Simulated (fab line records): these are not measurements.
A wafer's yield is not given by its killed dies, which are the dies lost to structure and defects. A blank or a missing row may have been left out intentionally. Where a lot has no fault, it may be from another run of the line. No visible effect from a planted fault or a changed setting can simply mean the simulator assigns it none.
fab line records | flow n5_finfet
record: lots: 7 wafers: 39
route steps=1938 shown FIN_SAQP@138 DUMMY_GATE@214 SD_EPI_P@321 HKMG_FIN@449 MOL_CONTACT_COAG@537 BEOL_M4@1111
start_h: the number of hours between the record's first day and the start of the first shown wafer of the lot | wait_h: hours from the lot's prior step to this one | " as in the row above | L1.1+2: a row that stands for several wafers | - value missing, or start not given | * or withheld: withheld | < > ~ a bound
route shown NAME@n: a module of which the file shows steps, and the number in the route of the first | usual: average and standard deviation across the fault-free wafers | same: alike in all rows | chamber/n: place in a boat | sites: the reading at each site | _std_site: standard deviation across them | _edge_site: inner sites' mean taken away from outer sites' mean | radius_mm: for every site, how far away it sits from the centre of the wafer | mask NAME#n: copy n | behind: the most recent tool/chamber to have shaped the wafer | hold: the reason the lot was held/the length of the hold in hours/how it ended | device: whichever transistor did not switch (one of n, p or np) | end of line: at the end of the route, the tests of the same wafers | where a step has no rows: the recipe by itself | killed: the dies lost at the first sort to structure and to defects; this is not the yield of the wafer | map: a wafer's dies, marking killed ones x, the rest . and places with no die _
set.NAME: setting as actually run; set.NAME@STEP: the setting as run at that earlier step | model.NAME: the simulator's own value behind a step, which no gauge read
lots where settings were altered on purpose, with a table for each step and a row for each wafer
== steps ==
step: N5_FIN_SAQP_SPACER2_ALD_28
recipe: material: SiO2 target_thk_a: 81 temp_c: 300 ald_precursor_family: BDEAS ald_co_reactant: O2-plasma pulse_time_s: 1 purge_time_s: 2 co_reactant_purge_time_s: 2 pressure_torr: 2
step: N5_DUMMY_GATE_ALD_02
recipe: material: SiO2 target_thk_a: 20 temp_c: 300 ald_precursor_family: BDEAS ald_co_reactant: O2-plasma pulse_time_s: 1 pressure_torr: 2
step: N5_DUMMY_GATE_ETCH_31
recipe: chemistry: C4F6/O2 target: SiO2 mask_material: SOC target_depth_a: 825 time_s: 27.5 ion_energy_ev: 250 pressure_mtorr: 30 source_w: 345 bias_w: 185 Ar_flow_sccm: 300 C4F6_flow_sccm: 10 O2_flow_sccm: 10
step: N5_DUMMY_GATE_ETCH_42
recipe: chemistry: CHF3/O2 target: SiO2 target_depth_a: 35 time_s: 31 ion_energy_ev: 30 bias_w: 12 pressure_mtorr: 30 source_w: 600 Ar_flow_sccm: 200 CHF3_flow_sccm: 50 O2_flow_sccm: 5
step: N5_SD_EPI_P_EPI_21
recipe: material: SiGe:B dopant: B temp_c: 550 pressure_torr: 20 ambient: H2 time_s: 355
step: N5_HKMG_FIN_ALD_71
recipe: material: TiN target_thk_a: 10 temp_c: 400 ald_precursor_family: TiCl4 ald_co_reactant: NH3 pulse_time_s: 1 purge_time_s: 3 co_reactant_purge_time_s: 2 co_reactant_pulse_time_s: 2 ald_cycles: 47 pressure_torr: 3
step: N5_HKMG_FIN_ETCH_67
recipe: chemistry: N2/H2 target: SOC target_depth_a: 3889 stop_on: TiN ion_energy_ev: 100 bias_w: 61 pressure_mtorr: 30 source_w: 850 n2_flow_sccm: 200 h2_flow_sccm: 200
step: N5_MOL_CONTACT_COAG_ETCH_15
recipe: chemistry: CH3F/O2 target: SiNx target_depth_a: 70 mask_material: SOC stop_on: Si:P over_etch_frac: 0.75 ion_energy_ev: 120 pressure_mtorr: 30 source_w: 395 bias_w: 73 Ar_flow_sccm: 150 CH3F_flow_sccm: 30 O2_flow_sccm: 20
step: N5_MOL_CONTACT_COAG_CVD_140
recipe: material: W target_thk_a: 665 mode: selective_fill temp_c: 300 time_s: 215
step: N5_BEOL_M4_RC_MEAS_101
usual: DIBL_P: 36.4/1.6 RS_SD_P: 65.6/1.1 VT_N: 249.2/2.7 VT_N_LVT: 98.0/2.9 VT_P_LVT: -98.6/2.2
columns lot.wafer tool chamber start_h wait_h set.target_thk_a@FIN_SAQP_SPACER2_ALD_28 set.temp_c@DUMMY_GATE_ALD_02 set.target_depth_a@DUMMY_GATE_ETCH_31 set.bias_w@DUMMY_GATE_ETCH_42 set.epi_growth_time_s@SD_EPI_P_EPI_21 set.temp_c@HKMG_FIN_ALD_71 set.target_depth_a@HKMG_FIN_ETCH_67 set.target_depth_a@MOL_CONTACT_COAG_ETCH_15 set.target_thk_a@MOL_CONTACT_COAG_CVD_140 DIBL_P[mV/V] RS_SD_P[ohm/sq] VT_N[mV] VT_N_LVT[mV] VT_P_LVT[mV]
L074.1 prober-02 0 164.19 0.0 76.21 300 895.9 12 355 400 3758 70 665 31.4 67.0 257.3 106.3 -105.3
L074.2 " 0 " " 81 300 825 14.28 393.6 400 3889 70 665 35.9 62.3 247.9 98.2 -99.9
L074.3 " 0 " " 76.21 300 825 12 393.6 400 3758 74.39 665 32.5 63.3 257.4 105.4 -101.8
L074.4 " 0 " " 81 300 895.9 12 393.6 418.9 3889 74.39 665 36.4 62.0 249.9 98.7 -98.4
L074.5 " 0 " " 81 300 895.9 14.28 355 418.9 3758 74.39 665 36.8 67.5 248.0 97.5 -99.9
L074.6 " 0 " " 76.21 300 825 14.28 355 418.9 3889 70 665 32.2 67.3 258.0 105.8 -104.4
L079.1 prober-01 0 195.37 0.0 81 305.8 825 11.29 355 400 3889 61.74 665 37.2 65.8 246.6 93.4 -97.6
L079.2 " 0 " " 92.45 305.8 825 11.29 355 400 3590 70 665 44.8 66.8 233.2 80.9 -88.3
L079.3 " 0 " " 92.45 300 825 12 373.5 400 3590 61.74 665 45.1 63.7 229.8 78.5 -87.7
L079.4 " 0 " " 92.45 300 825 11.29 373.5 400 3889 70 665 43.4 64.8 233.8 81.8 -89.2
L079.5 " 0 " " 81 305.8 825 12 373.5 400 3590 61.74 665 35.6 64.7 247.4 97.9 -98.0
L079.6 " 0 " " 81 300 825 12 355 400 3889 70 665 35.7 66.7 246.8 96.5 -99.5
L082.1 prober-01 0 213.64 0.0 81 300 825 12 355 400 3889 70 665 37.3 66.0 250.2 102.9 -97.7
L082.2 " 0 " " 81 286.2 773.7 12 355 400 3652 70 712.7 38.4 65.1 251.1 103.2 -97.7
L082.3 " 0 " " 81 286.2 825 10.13 355 400 3652 64.41 665 37.9 64.8 251.9 102.9 -97.6
L082.4 " 0 " " 81 300 773.7 12 383.4 400 3889 64.41 712.7 37.9 62.8 249.1 101.3 -95.7
L082.5 " 0 " " 81 300 825 10.13 383.4 400 3652 64.41 665 35.8 62.2 253.1 104.8 -98.5
L082.6 " 0 " " 81 286.2 773.7 10.13 383.4 400 3889 70 712.7 37.7 61.9 252.0 103.6 -96.0
L081.1 prober-01 0 214.57 1.0 77.09 314.1 825 10.64 355 400 3889 66.72 613.5 35.3 64.9 253.1 99.4 -100.1
L081.2 " 0 " " 81 314.1 825 12 355 416.4 3889 70 665 38.1 65.0 246.1 94.9 -97.2
L081.3 " 0 " " 81 314.1 727 10.64 323.3 400 3889 70 613.5 37.5 70.2 248.4 94.8 -100.2
L081.4 " 0 " " 77.09 300 825 12 323.3 416.4 4282 70 613.5 35.9 69.4 248.6 97.4 -102.0
L081.5 " 0 " " 81 300 727 10.64 355 416.4 4282 66.72 665 37.0 64.2 245.8 94.4 -97.9
L081.6 " 0 " " 77.09 300 727 12 323.3 400 4282 66.72 665 34.7 69.8 250.8 99.5 -104.6
L087.1 prober-01 0 244.25 0.2 81 308.4 825 12 355 400 3563 66.93 615.9 34.8 64.8 251.5 100.0 -98.8
L087.2 " 0 " " 81 308.4 895.8 12 341.7 400 3563 70 665 37.6 67.6 251.7 97.2 -97.6
L087.3 " 0 " " 81 300 895.8 13.18 341.7 400 3563 70 615.9 33.1 66.2 255.9 101.8 -102.0
L087.4 " 0 " " 81 300 825 12 355 400 3889 70 665 34.1 65.1 252.9 100.1 -100.1
L087.5 " 0 " " 81 308.4 895.8 13.18 355 400 3889 66.93 615.9 35.5 64.8 252.8 100.1 -97.5
L087.6 " 0 " " 81 300 825 13.18 341.7 400 3889 66.93 665 36.5 68.1 250.1 98.2 -98.5
L092.1 prober-02 0 276.77 0.0 81 300 825 12 355 400 3889 70 665 36.1 64.0 246.4 98.9 -98.6
L092.4 " 0 " " 81 300 825 12 355 400 3889 70 665 34.9 64.6 250.9 101.9 -100.1
L092.6 " 0 " " 81 300 825 12 355 400 3889 70 665 36.4 64.7 248.8 100.4 -99.5
L097.1 prober-02 0 303.08 0.0 81 288.6 825 12 391 407.1 3889 78.98 624.7 35.9 61.5 249.8 94.9 -95.6
L097.2 " 0 " " 81 300 825 12 391 407.1 3889 70 665 37.3 62.0 247.9 92.5 -93.7
L097.3 " 0 " " 69.89 300 825 12 391 400 3889 78.98 624.7 27.6 62.9 263.2 110.9 -104.7
L097.4 " 0 " " 81 300 825 12 355 400 3889 70 665 36.1 65.1 251.0 96.4 -96.5
L097.5 " 0 " " 69.89 288.6 825 12 355 400 3889 70 624.7 26.0 66.8 262.9 111.7 -108.1
L097.6 " 0 " " 69.89 288.6 825 12 355 407.1 3889 78.98 665 27.3 66.0 266.0 112.0 -107.5
== key ==
split: step: N5_FIN_SAQP_SPACER2_ALD_28 setting: target_thk_a stated_as: 81
response: step: N5_BEOL_M4_RC_MEAS_101 reading: VT_N_LVT slope: -1.16 per: 1% together_with: all explained: 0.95
response: step: N5_BEOL_M4_RC_MEAS_101 reading: VT_N slope: -1.07 per: 1% together_with: all explained: 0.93
response: step: N5_BEOL_M4_RC_MEAS_101 reading: VT_P_LVT slope: +0.702 per: 1% together_with: all explained: 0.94
response: step: N5_BEOL_M4_RC_MEAS_101 reading: DIBL_P slope: +0.622 per: 1% together_with: all explained: 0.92
split: step: N5_DUMMY_GATE_ALD_02 setting: temp_c stated_as: 300
response none clear
split: step: N5_DUMMY_GATE_ETCH_31 setting: target_depth_a stated_as: 825
response none clear
split: step: N5_DUMMY_GATE_ETCH_42 setting: bias_w stated_as: 12
response none clear
split: step: N5_SD_EPI_P_EPI_21 setting: epi_growth_time_s stated_as: 355
response: step: N5_BEOL_M4_RC_MEAS_101 reading: RS_SD_P slope: -0.442 per: 1% together_with: all explained: 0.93
split: step: N5_HKMG_FIN_ALD_71 setting: temp_c stated_as: 400
response none clear
split: step: N5_HKMG_FIN_ETCH_67 setting: target_depth_a stated_as: 3889
response none clear
split: step: N5_MOL_CONTACT_COAG_ETCH_15 setting: target_depth_a stated_as: 70
response none clear
split: step: N5_MOL_CONTACT_COAG_CVD_140 setting: target_thk_a stated_as: 665
response none clear
